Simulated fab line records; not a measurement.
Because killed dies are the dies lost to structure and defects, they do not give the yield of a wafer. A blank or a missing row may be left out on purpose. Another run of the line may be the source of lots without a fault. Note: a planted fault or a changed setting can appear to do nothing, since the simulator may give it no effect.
fab line records -- flow nandHarc -- part 1 of 2: steps 1 to 4 of 6
record lots=24, wafers=72, lastDay=25
route steps=1159 shown A_WL_FILL@822 A_CONTACT@854
lots that met no fault: taken from a fault-free run of the same line
startH: the number of hours between the record's first day and the start of the first shown wafer of the lot -- waitH: hours elapsed since this lot's preceding step -- " same as the row above -- L1.1+2: a single row standing in for several wafers -- - either no value or no given start -- * or withheld: withheld -- < > ~ a bound
route shown NAME@n: a module of which the file shows steps, and the number in the route of the first -- usual: mean/standard deviation of fault-free wafers -- same: alike in all rows -- chamber/n: place in a boat -- sites: per-site readings -- _std_site: standard deviation of those values -- _edge_site: the outer-site mean with the inner-site mean subtracted -- radiusMm: how far each site lies from the wafer's centre -- mask NAME#n: copy n -- behind: tool/chamber where the wafer was last shaped -- hold: cause of the lot's hold/its duration in hours/its outcome -- device: the transistor (n, p or np) that didn't switch -- end of line: at the end of the route, the tests of the same wafers -- a step without rows: its recipe alone -- killed: dies lost to structure and defects at the first sort, not the wafer's yield -- map: dies across one wafer; x = killed, . = not, _ = none there
set.NAME: the setting the step ran with; set.NAME@STEP: the setting that earlier step ran with -- model.NAME: the simulator's own value behind a step, which no gauge read
steps of the route over a sample of lots; a table a step, a row a wafer
services: a tool's chamber out of use, with start hour (startH, from the record's first day; less than 0 if before it), hours out, and reason
## steps
# step NHARC_A_WL_FILL_ALD_10
# recipe targetThkA=500, pulseTimeS=10, aldCycles=500, tempC=300, material=SiO2
# usual heaterPowerW=453/43, precursorPulseHeightRel=0.999/0.019
lot.wafer,tool,chamber,startH,waitH,heaterPowerW,precursorPulseHeightRel
L074.3,aldHk-01,3,340.23,0.1,451,0.999
L074.2,aldHk-01,1,341.26,1.1,410,0.984
L074.5,aldHk-01,3,342.29,2.1,454,0.988
L075.4,aldHk-04,3,354.49,0.1,404,0.982
L075.3,aldHk-04,0,354.49,0.1,443,1.006
L075.2,aldHk-04,1,354.49,0.1,374,0.988
L077.1,aldHk-04,3,358.57,0.6,411,0.999
L077.4,aldHk-04,1,359.61,1.6,373,1.018
L077.6,aldHk-04,3,360.65,2.6,408,1.000
L076.4,aldHk-03,3,359.61,1.6,486,0.997
L076.5,aldHk-03,0,359.61,1.6,526,0.973
L076.6,aldHk-03,1,359.61,1.6,470,1.020
L079.3,aldHk-01,1,366.94,0.3,414,1.022
L079.1,aldHk-01,3,367.99,1.4,467,0.984
L079.6,aldHk-01,1,369.04,2.4,417,1.012
L078.3,aldHk-03,0,366.95,0.3,518,1.021
L078.2,aldHk-03,3,368.48,1.8,494,1.025
L078.6,aldHk-03,1,369.50,2.9,478,1.023
L081.4,aldHk-01,2,382.84,0.1,474,1.013
L081.2,aldHk-01,0,383.89,1.1,457,1.019
L081.5,aldHk-01,3,385.46,2.7,466,0.992
L082.3,aldHk-01,1,387.55,0.6,430,0.999
L082.6,aldHk-01,0,389.09,2.1,461,1.007
L082.5,aldHk-01,1,389.09,2.1,418,0.975
L085.4,aldHk-01,3,401.38,0.6,467,0.969
L085.2,aldHk-01,0,401.38,0.6,450,1.003
L085.3,aldHk-01,1,401.38,0.6,424,0.992
L083.1,aldHk-03,0,401.39,0.6,519,0.980
L083.6,aldHk-03,3,402.93,2.1,493,1.033
L083.5,aldHk-03,0,402.93,2.1,509,1.002
L080.4,aldHk-04,0,401.40,0.6,455,0.984
L080.3,aldHk-04,1,401.40,0.6,360,0.964
L080.2,aldHk-04,2,401.40,0.6,465,0.993
L084.4,aldHk-04,2,410.58,0.6,483,0.964
L084.6,aldHk-04,1,412.15,2.2,374,0.977
L084.5,aldHk-04,2,412.15,2.2,469,0.969
L086.4,aldHk-04,1,415.13,0.1,358,0.993
L086.2,aldHk-04,2,415.13,0.1,495,0.961
L086.1,aldHk-04,3,415.13,0.1,408,1.016
L087.4,aldHk-01,3,416.85,1.8,451,1.014
L087.1,aldHk-01,1,417.88,2.8,408,0.976
L087.5,aldHk-01,3,418.91,3.8,461,0.980
L088.2,aldHk-04,0,428.75,0.1,440,0.985
L088.3,aldHk-04,1,428.75,0.1,368,1.000
L088.4,aldHk-04,3,430.31,1.6,406,0.976
L089.3,aldHk-03,2,430.45,1.8,487,1.013
L089.4,aldHk-03,0,431.50,2.8,521,0.975
L089.5,aldHk-03,2,432.54,3.8,498,1.012
L091.4,aldHk-01,2,446.04,0.6,479,0.992
L091.3,aldHk-01,3,446.04,0.6,459,0.951
L091.1,aldHk-01,0,446.04,0.6,454,0.957
L090.1,aldHk-04,2,447.09,1.6,491,0.981
L090.6,aldHk-04,3,447.09,1.6,403,0.982
L090.5,aldHk-04,0,447.09,1.6,457,0.978
L093.4,aldHk-03,3,455.77,0.0,489,0.987
L093.1,aldHk-03,1,455.77,0.0,460,1.020
L093.6,aldHk-03,3,457.76,2.0,485,1.005
L092.2,aldHk-04,1,455.77,0.1,365,1.010
L092.1,aldHk-04,2,455.77,0.1,468,1.008
L092.5,aldHk-04,2,458.34,2.6,478,0.977
L094.4,aldHk-04,0,460.04,0.8,454,1.006
L094.3,aldHk-04,2,461.08,1.8,479,0.985
L094.2,aldHk-04,3,461.08,1.8,403,1.021
L095.1,aldHk-03,0,460.59,1.3,519,1.025
L095.4,aldHk-03,1,460.59,1.3,474,0.999
L095.2,aldHk-03,2,460.59,1.3,485,1.023
L097.3,aldHk-04,3,479.79,0.1,421,0.973
L097.5,aldHk-04,3,481.86,2.1,410,1.030
L097.6,aldHk-04,0,481.86,2.1,452,0.988
L096.4,aldHk-03,2,495.61,0.0,490,0.996
L096.1,aldHk-03,0,496.64,1.1,518,0.973
L096.3,aldHk-03,1,496.64,1.1,489,0.997
# step NHARC_A_WL_FILL_STRIP_29
# recipe timeS=20, o2FlowSccm=500, arFlowSccm=0, biasW=0, chemistry=O2
# usual drypumpMotorCurrentA=5.7/0.47, mfcArSccm=0.007/0.012, oesProductAu=1.004/0.013, rfVppV=57.9/0.9, showerheadPlenumPTorr=3.57/0.15, throttleValvePct=17.036/0.0084
# same timeS=20
lot.wafer,tool,chamber,startH,waitH,drypumpMotorCurrentA,mfcArSccm,oesProductAu,rfHoursCounterH,rfVppV,showerheadPlenumPTorr,throttleValvePct
L074.3,rieDiel-10,2,344.97,0.1,5.5,0.003,0.995,5.8,58.7,3.33,17.031
L074.2,rieDiel-10,0,344.97,0.1,5.9,0,1.008,6.1,56.7,3.34,17.032
L074.5,rieDiel-10,2,344.97,0.1,5.5,0.003,1.007,-,57.4,3.33,17.052
L075.3,rieDiel-02,0,359.23,0.1,5.2,0,1.020,1.3,56.4,3.69,17.047
L075.4,rieDiel-02,2,359.23,0.1,6.0,0,1.014,1.1,57.9,3.36,17.033
L075.2,rieDiel-02,3,359.23,0.1,5.4,0,0.993,1.2,58.6,3.66,17.030
L077.1,rieDiel-02,1,362.82,0.1,6.1,0.018,0.999,1.3,57.2,3.60,17.040
L077.4,rieDiel-02,2,362.82,0.1,6.0,0,1.019,1.2,56.4,3.36,17.037
L077.6,rieDiel-02,0,362.82,0.1,5.2,0,1.019,-,56.5,3.69,17.055
L076.5,rieDiel-09,1,362.84,0.1,5.8,0,0.973,-,57.7,3.45,17.024
L076.6,rieDiel-09,2,362.84,0.1,5.4,0.039,0.984,-,58.3,3.68,17.016
L076.4,rieDiel-09,3,362.84,0.1,5.0,0.009,0.999,-,58.8,3.60,17.026
L078.3,rieDiel-02,0,371.66,0.1,5.2,0,1.012,1.6,57.9,3.69,17.039
L078.2,rieDiel-02,1,371.66,0.1,6.1,0.018,1.000,1.6,58.6,3.60,17.036
L078.6,rieDiel-02,0,371.66,0.1,5.1,0,1.018,-,57.2,3.69,17.035
L079.3,rieDiel-10,2,371.76,0.1,5.4,0.003,1.003,0.4,56.2,3.33,17.029
L079.1,rieDiel-10,3,371.76,0.1,6.2,0,0.999,0.4,57.9,3.77,17.034
L079.6,rieDiel-10,0,371.76,0.1,5.9,0,1.004,-,57.4,3.34,17.038
L081.2,rieDiel-02,2,387.63,0.1,6.0,0,1.018,3.2,57.0,3.36,17.035
L081.4,rieDiel-02,3,387.63,0.1,5.4,0,0.993,3.3,60.0,3.66,17.040
L081.5,rieDiel-02,0,387.63,0.1,5.2,0,1.026,-,58.3,3.69,17.038
L082.3,rieDiel-02,2,391.77,0.1,6.0,0,1.026,3.2,59.1,3.36,17.025
L082.6,rieDiel-02,1,391.77,0.1,6.1,0.018,1.012,-,57.2,3.60,17.044
L082.5,rieDiel-02,2,391.77,0.1,6.0,0,1.018,-,58.8,3.36,17.044
L085.4,rieDiel-10,0,405.59,0.1,5.9,0,1.013,1.6,57.4,3.34,17.032
L085.3,rieDiel-10,1,405.59,0.1,6.8,0,1.000,0.8,56.8,3.49,17.039
L085.2,rieDiel-10,2,405.59,0.1,5.4,0.003,0.999,1.6,56.1,3.33,17.047
L083.1,rieDiel-09,0,405.60,0.1,5.4,0,1.007,3.4,58.1,3.74,17.023
L083.5,rieDiel-09,2,405.60,0.1,5.4,0.039,1.005,-,58.5,3.68,17.054
L083.6,rieDiel-09,3,405.60,0.1,5.0,0.009,1.001,-,58.2,3.60,17.048
L080.4,rieDiel-10,3,405.63,0.1,6.2,0,0.992,1.6,57.8,3.77,17.031
L080.3,rieDiel-10,0,405.63,0.1,5.9,0,1.016,1.6,57.5,3.34,17.019
L080.2,rieDiel-10,1,405.63,0.1,6.8,0,1.006,0.8,59.4,3.49,17.032
L084.4,rieDiel-09,0,414.89,0.1,5.4,0,1.012,-,57.1,3.74,17.033
L084.5,rieDiel-09,2,414.89,0.1,5.3,0.039,0.992,-,56.9,3.68,17.035
L084.6,rieDiel-09,3,414.89,0.1,5.0,0.009,0.996,-,57.8,3.60,17.033
L086.1,rieDiel-02,2,419.92,0.1,6.0,0,1.018,4.1,57.0,3.36,17.022
L086.4,rieDiel-02,0,419.92,0.1,5.2,0,1.022,5.8,57.0,3.68,17.046
L086.2,rieDiel-02,1,419.92,0.1,6.1,0.018,1.006,5.4,58.7,3.60,17.031
L087.4,rieDiel-10,3,421.08,0.1,6.3,0,0.993,2.3,59.1,3.77,17.027
L087.1,rieDiel-10,0,421.08,0.1,5.9,0,1.018,2.3,56.9,3.34,17.033
L087.5,rieDiel-10,3,421.08,0.1,6.3,0,0.994,-,57.4,3.77,17.036
L088.2,rieDiel-02,1,433.51,0.1,6.1,0.018,1.020,5.9,57.0,3.60,17.036
L088.4,rieDiel-02,2,433.51,0.1,6.0,0,1.019,4.5,57.6,3.36,17.029
L088.3,rieDiel-02,0,433.51,0.1,5.2,0,1.020,6.3,59.4,3.68,17.044
L089.3,rieDiel-10,3,434.71,0.1,6.2,0,0.984,2.9,56.9,3.77,17.044
L089.4,rieDiel-10,1,434.71,0.1,6.8,0,1.005,2.1,57.3,3.48,17.038
L089.5,rieDiel-10,3,434.71,0.1,6.3,0,1.000,-,59.6,3.77,17.032
L091.1,rieDiel-02,1,450.23,0.1,6.1,0.018,1.015,6.5,58.2,3.60,17.041
L091.4,rieDiel-02,2,450.23,0.1,6.0,0,1.024,5.0,57.6,3.36,17.054
L091.3,rieDiel-02,3,450.23,0.1,5.4,0,0.996,6.5,57.3,3.66,17.029
L090.1,rieDiel-09,2,450.30,0.1,5.4,0.039,1.015,0.2,58.5,3.68,17.034
L090.6,rieDiel-09,1,450.30,0.1,5.8,0,0.990,-,56.3,3.45,17.030
L090.5,rieDiel-09,2,450.30,0.1,5.4,0.039,1.012,-,58.5,3.68,17.040
L093.1,rieDiel-09,0,460.42,0.1,5.3,0,1.001,0.6,58.4,3.74,17.047
L093.4,rieDiel-09,0,460.42,0.1,5.4,0,1.007,-,57.5,3.74,17.035
L093.6,rieDiel-09,2,460.42,0.1,5.4,0.039,0.987,-,59.4,3.68,17.042
L092.2,rieDiel-02,0,460.49,0.1,5.2,0,1.015,7.9,57.8,3.68,17.058
L092.1,rieDiel-02,1,460.49,0.1,6.1,0.018,1.011,7.8,56.6,3.60,17.038
L092.5,rieDiel-02,1,460.49,0.1,6.1,0.018,1.006,-,58.8,3.60,17.027
L094.4,rieDiel-10,1,464.88,0.1,6.7,0,0.996,3.1,57.9,3.48,17.039
L094.2,rieDiel-10,2,464.88,0.1,5.4,0.003,1.016,4.2,57.7,3.33,17.042
L094.3,rieDiel-10,3,464.88,0.1,6.3,0,0.987,4.2,57.7,3.77,17.032
L095.2,rieDiel-02,0,465.30,0.1,5.1,0,1.001,8.0,58.0,3.68,17.057
L095.4,rieDiel-02,1,465.30,0.1,6.1,0.018,0.995,8.1,56.7,3.60,17.043
L095.1,rieDiel-02,3,465.30,0.1,5.4,0,0.997,7.9,58.2,3.66,17.028
L097.3,rieDiel-09,2,484.54,0.1,5.3,0.039,1.002,1.2,58.7,3.68,17.047
L097.5,rieDiel-09,2,484.54,0.1,5.4,0.039,0.993,-,58.1,3.68,17.030
L097.6,rieDiel-09,3,484.54,0.1,5.0,0.009,0.998,-,56.8,3.60,17.033
L096.1,rieDiel-09,2,500.38,0.1,5.4,0.039,1.004,1.4,58.5,3.68,17.043
L096.3,rieDiel-09,3,500.38,0.1,5.0,0.009,1.009,1.0,58.5,3.60,17.030
L096.4,rieDiel-09,1,500.38,0.1,5.8,0,0.979,-,56.6,3.45,17.032
# step NHARC_A_CONTACT_CD_MEAS_42
# recipe targetCdNm=200, landingEnergyEv=500
# usual cdNm=200.1/0.56
lot.wafer,tool,chamber,startH,waitH,cdNm
L074.2,cdSem-03,0,362.73,-,201.1
L074.3,cdSem-03,0,362.73,-,200.8
L074.5,cdSem-03,0,362.73,-,200.8
L075.2,cdSem-01,0,375.72,-,200.6
L075.3,cdSem-01,0,375.72,-,200.0
L075.4,cdSem-01,0,375.72,-,200.6
L077.1,cdSem-02,0,379.64,-,199.8
L077.4,cdSem-02,0,379.64,-,200.0
L077.6,cdSem-02,0,379.64,-,200.9
L076.4,cdSem-01,0,380.03,-,200.2
L076.5,cdSem-01,0,380.03,-,200.0
L076.6,cdSem-01,0,380.03,-,200.3
L078.2,cdSem-02,0,389.98,-,200.3
L078.3,cdSem-02,0,389.98,-,200.7
L078.6,cdSem-02,0,389.98,-,200.1
L079.1,cdSem-01,0,395.87,-,199.9
L079.3,cdSem-01,0,395.87,-,199.8
L079.6,cdSem-01,0,395.87,-,199.5
L081.2,cdSem-02,0,406.39,-,199.9
L081.4,cdSem-02,0,406.39,-,199.4
L081.5,cdSem-02,0,406.39,-,200.1
L082.3,cdSem-01,0,408.56,-,199.6
L082.5,cdSem-01,0,408.56,-,200.3
L082.6,cdSem-01,0,408.56,-,199.9
L085.2,cdSem-03,0,420.60,-,200.3
L085.3,cdSem-03,0,420.60,-,200.2
L085.4,cdSem-03,0,420.60,-,200.3
L083.1,cdSem-01,0,420.76,-,200.5
L083.5,cdSem-01,0,420.76,-,200.4
L083.6,cdSem-01,0,420.76,-,200.9
L080.2,cdSem-01,0,425.57,-,200.5
L080.3,cdSem-01,0,425.57,-,200.3
L080.4,cdSem-01,0,425.57,-,200.4
L084.4,cdSem-03,0,430.25,-,200.1
L084.5,cdSem-03,0,430.25,-,200.1
L084.6,cdSem-03,0,430.25,-,199.9
L086.1,cdSem-03,0,435.74,-,199.3
L086.2,cdSem-03,0,435.74,-,200.1
L086.4,cdSem-03,0,435.74,-,200.3
L087.1,cdSem-01,0,436.78,-,200.1
L087.4,cdSem-01,0,436.78,-,200.9
L087.5,cdSem-01,0,436.78,-,200.9
L088.2,cdSem-03,0,448.42,-,199.2
L088.3,cdSem-03,0,448.42,-,198.4
L088.4,cdSem-03,0,448.42,-,199.0
L089.3,cdSem-03,0,448.73,-,200.9
L089.4,cdSem-03,0,448.73,-,199.9
L089.5,cdSem-03,0,448.73,-,200.0
L090.1,cdSem-01,0,466.02,-,200.4
L090.5,cdSem-01,0,466.02,-,200.6
L090.6,cdSem-01,0,466.02,-,200.5
L091.1,cdSem-02,0,467.16,-,200.6
L091.3,cdSem-02,0,467.16,-,200.0
L091.4,cdSem-02,0,467.16,-,200.4
L093.1,cdSem-03,0,475.37,-,199.6
L093.4,cdSem-03,0,475.37,-,199.5
L093.6,cdSem-03,0,475.37,-,199.0
L092.1,cdSem-02,0,475.77,-,200.2
L092.2,cdSem-02,0,475.77,-,200.1
L092.5,cdSem-02,0,475.77,-,200.3
L094.2,cdSem-01,0,482.74,-,200.1
L094.3,cdSem-01,0,482.74,-,200.3
L094.4,cdSem-01,0,482.74,-,200.4
L095.1,cdSem-02,0,488.37,-,199.7
L095.2,cdSem-02,0,488.37,-,199.0
L095.4,cdSem-02,0,488.37,-,199.9
L097.3,cdSem-02,0,502.93,-,200.5
L097.5,cdSem-02,0,502.93,-,200.3
L097.6,cdSem-02,0,502.93,-,199.9
L096.1,cdSem-02,0,518.00,-,199.6
L096.3,cdSem-02,0,518.00,-,200.1
L096.4,cdSem-02,0,518.00,-,200.1
# step NHARC_A_CONTACT_ETCH_48
# recipe targetDepthA=390, overEtchFrac=0.3, timeS=65, ionEnergyEv=80, cf4FlowSccm=150, arFlowSccm=0, rfW=300, biasW=100, chemistry=CF4
# usual drypumpMotorCurrentA=5.7/0.53, mfcArSccm=0.0006/0.0015, oesProductAu=1.001/0.0091, rfVppV=151.2/1.2, showerheadPlenumPTorr=1.76/0.068, throttleValvePct=13.283/0.0086
# same timeS=65
lot.wafer,tool,chamber,startH,waitH,drypumpMotorCurrentA,mfcArSccm,oesProductAu,rfHoursCounterH,rfVppV,showerheadPlenumPTorr,throttleValvePct
L074.2,rieDiel-08,1,363.02,0.1,6.6,0,0.999,13,151.0,1.71,13.295
L074.3,rieDiel-08,2,363.02,0.1,6.1,0,1.013,12,150.9,1.75,13.281
L074.5,rieDiel-08,0,363.02,0.1,5.6,0,1.014,-,152.2,1.78,13.279
L075.2,rieDiel-08,2,376.03,0.1,6.0,0,1.009,14,151.2,1.75,13.280
L075.3,rieDiel-08,1,376.03,0.1,6.6,0,0.997,16,151.2,1.71,13.285
L075.4,rieDiel-08,2,376.03,0.1,6.0,0,1.003,-,150.8,1.75,13.278
L077.1,rieDiel-08,3,379.92,0.1,5.2,0,1.003,14,150.2,1.68,13.288
L077.4,rieDiel-08,0,379.92,0.1,5.5,0,1.028,16,150.0,1.78,13.279
L077.6,rieDiel-08,1,379.92,0.1,6.5,0,1.002,-,150.7,1.71,13.277
L076.4,rieDiel-07,1,380.31,0.1,6.0,0,1.006,48,149.9,1.66,13.288
L076.5,rieDiel-07,2,380.31,0.1,4.9,0,0.998,-,150.9,1.76,13.284
L076.6,rieDiel-07,3,380.31,0.1,5.7,0,1.004,-,153.5,1.89,13.278
L078.2,rieDiel-07,2,390.30,0.1,4.8,0,0.998,64,148.9,1.75,13.284
L078.3,rieDiel-07,1,390.30,0.1,6.0,0,0.993,53,149.8,1.66,13.280
L078.6,rieDiel-07,2,390.30,0.1,4.9,0,0.997,-,150.2,1.75,13.291
L079.1,rieDiel-07,2,396.15,0.1,4.8,0,1.002,66,151.5,1.75,13.284
L079.3,rieDiel-07,1,396.15,0.1,6.1,0,1.000,54,150.5,1.66,13.291
L079.6,rieDiel-07,1,396.15,0.1,6.0,0,1.001,-,149.7,1.66,13.287
L081.4,rieDiel-08,0,406.68,0.1,5.6,0,1.017,22,150.3,1.77,13.266
L081.2,rieDiel-08,1,406.68,0.1,6.5,0,1.003,22,150.3,1.71,13.278
L081.5,rieDiel-08,2,406.68,0.1,6.1,0,1.020,-,151.3,1.75,13.280
L082.3,rieDiel-08,0,409.26,0.1,5.6,0,1.011,23,151.3,1.77,13.290
L082.6,rieDiel-08,0,409.26,0.1,5.6,0,1.018,-,153.2,1.77,13.291
L082.5,rieDiel-08,1,409.26,0.1,6.6,0,1.007,-,150.3,1.71,13.298
L085.2,rieDiel-07,1,420.87,0.1,6.1,0,0.991,3,149.0,1.65,13.280
L085.4,rieDiel-07,2,420.87,0.1,4.9,0,1.004,3,150.4,1.75,13.278
L085.3,rieDiel-07,3,420.87,0.1,5.7,0,0.999,2,151.5,1.89,13.292
L083.1,rieDiel-08,3,421.03,0.1,5.2,0,0.991,23,150.2,1.68,13.265
L083.6,rieDiel-08,2,421.03,0.1,6.1,0,0.995,-,149.9,1.75,13.280
L083.5,rieDiel-08,3,421.03,0.1,5.2,0,0.987,-,151.2,1.68,13.294
L080.3,rieDiel-05,3,425.84,0.1,5.0,0.0009,1.008,28,151.4,1.82,13.281
L080.2,rieDiel-05,0,425.84,0.1,5.3,0,0.994,27,152.3,1.86,13.292
L080.4,rieDiel-05,2,425.84,0.1,6.3,0.0018,0.998,26,153.2,1.88,13.260
L084.4,rieDiel-08,1,430.51,0.1,6.5,0,1.008,27,150.6,1.71,13.289
L084.6,rieDiel-08,1,430.51,0.1,6.6,0,1.013,-,149.6,1.71,13.298
L084.5,rieDiel-08,2,430.51,0.1,6.0,0,1.002,-,152.3,1.75,13.285
L086.1,rieDiel-05,2,436.02,0.1,6.3,0.0018,1.011,29,152.8,1.88,13.289
L086.4,rieDiel-05,3,436.02,0.1,5.0,0.0009,1.015,30,151.0,1.82,13.281
L086.2,rieDiel-05,0,436.02,0.1,5.3,0,1.002,30,151.8,1.86,13.287
L087.1,rieDiel-07,0,437.13,0.1,5.3,0,0.995,7,150.1,1.72,13.283
L087.4,rieDiel-07,3,437.13,0.1,5.6,0,0.994,8,154.3,1.89,13.272
L087.5,rieDiel-07,1,437.13,0.1,6.0,0,0.983,-,149.1,1.65,13.292
L088.4,rieDiel-07,1,448.69,0.1,6.0,0,0.991,13,150.0,1.65,13.289
L088.2,rieDiel-07,2,448.69,0.1,4.8,0,0.991,15,150.6,1.75,13.288
L088.3,rieDiel-07,3,448.69,0.1,5.7,0,0.994,15,153.4,1.89,13.300
L089.4,rieDiel-05,3,448.99,0.1,5.0,0.0009,1.005,39,151.6,1.82,13.293
L089.3,rieDiel-05,2,448.99,0.1,6.4,0.0018,1.000,37,152.2,1.88,13.282
L089.5,rieDiel-05,0,448.99,0.1,5.3,0,1.007,-,151.7,1.86,13.287
L090.1,rieDiel-05,1,466.31,0.1,6.1,0.0061,0.994,43,152.0,1.76,13.284
L090.6,rieDiel-05,2,466.31,0.1,6.3,0.0018,1.001,-,152.3,1.88,13.285
L090.5,rieDiel-05,3,466.31,0.1,5.0,0.0009,1.007,-,151.4,1.81,13.276
L091.1,rieDiel-05,2,467.44,0.1,6.3,0.0018,0.997,44,152.7,1.88,13.292
L091.4,rieDiel-05,3,467.44,0.1,5.0,0.0009,1.006,46,151.3,1.81,13.275
L091.3,rieDiel-05,0,467.44,0.1,5.3,0,1.011,45,152.1,1.86,13.296
L093.1,rieDiel-08,0,475.64,0.1,5.6,0,1.019,35,150.8,1.77,13.301
L093.4,rieDiel-08,2,475.64,0.1,6.0,0,1.012,33,150.9,1.75,13.269
L093.6,rieDiel-08,1,475.64,0.1,6.5,0,0.999,-,149.5,1.71,13.260
L092.2,rieDiel-05,3,476.04,0.1,5.0,0.0009,1.005,51,151.3,1.81,13.279
L092.1,rieDiel-05,1,476.04,0.1,6.1,0.0061,1.003,49,151.5,1.76,13.289
L092.5,rieDiel-05,3,476.04,0.1,5.0,0.0009,1.004,-,150.4,1.81,13.268
L094.3,rieDiel-05,3,483.02,0.1,5.0,0.0009,1.004,53,151.7,1.81,13.292
L094.2,rieDiel-05,0,483.02,0.1,5.3,0,1.005,53,151.1,1.86,13.290
L094.4,rieDiel-05,1,483.02,0.1,6.1,0.0061,1.009,51,150.7,1.76,13.278
L095.1,rieDiel-08,0,488.66,0.1,5.6,0,0.984,0,152.4,1.77,13.268
L095.2,rieDiel-08,1,488.66,0.1,6.5,0,0.988,0,150.5,1.71,13.280
L095.4,rieDiel-08,3,488.66,0.1,5.2,0,1.004,0,149.4,1.67,13.288
L097.3,rieDiel-08,0,503.21,0.1,5.6,0,0.990,4,151.7,1.77,13.273
L097.5,rieDiel-08,2,503.21,0.1,6.0,0,0.987,-,152.1,1.75,13.291
L097.6,rieDiel-08,3,503.21,0.1,5.2,0,1.000,-,150.3,1.67,13.277
L096.1,rieDiel-08,0,518.27,0.1,5.6,0,0.997,5,151.2,1.77,13.284
L096.3,rieDiel-08,1,518.27,0.1,6.5,0,0.993,5,152.2,1.71,13.266
L096.4,rieDiel-08,2,518.27,0.1,6.0,0,0.989,5,150.4,1.75,13.293
